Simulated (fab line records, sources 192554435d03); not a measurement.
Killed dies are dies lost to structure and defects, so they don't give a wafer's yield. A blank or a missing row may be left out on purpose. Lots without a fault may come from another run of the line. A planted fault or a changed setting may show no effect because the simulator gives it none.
Chamber matching | flow n5_finfet | N5_BEOL_M7_STRIP_67 on rie_diel-02: 4 sister chambers
The step strips in CF4. 4 wafers are shown with their chamber, then 9 later ones without.

WAFERS WITH THEIR CHAMBER
wafer  | chamber | showerhead_plenum_p_Torr (Torr)
L079.4 | 2       | 1.78
L083.2 | 1       | 1.85
L085.2 | 0       | 1.80
L085.5 | 3       | 1.70

WAFERS WITHOUT THEIR CHAMBER
wafer  | showerhead_plenum_p_Torr (Torr)
L089.2 | 1.80
L089.3 | 1.70
L089.6 | 1.85
L091.2 | 1.77
L091.4 | 1.85
L091.5 | 1.85
L097.2 | 1.85
L097.3 | 1.79
L097.6 | 1.77

WHICH CHAMBER EACH WENT THROUGH
wafer  | from the rows above     | in truth
L089.2 | 0                       | 0
L089.3 | 3                       | 3
L089.6 | 1                       | 1
L091.2 | 2                       | 2
L091.4 | 1                       | 1
L091.5 | 1                       | 1
L097.2 | 1                       | 1
L097.3 | can't be placed: 0 or 2 | 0
L097.6 | 2                       | 2
Placed correctly: 8 of 9. Can't be placed from these rows: 1 (the true chamber is among the candidates in 1). Placed wrongly: 0.
How it was worked out, from the rows above alone: a wafer's distance from a chamber is the root of the sum, over the readings, of the square of ((its reading less the chamber's mean) divided by the reading's scatter). The wafer belongs to the nearest chamber; if the next one is less than 2 further off, it can't be placed. A chamber's mean is the mean of its shown wafers. The scatter: with one shown wafer a chamber, the root of the mean of the squares of how far each hidden wafer lies from its nearest shown one.
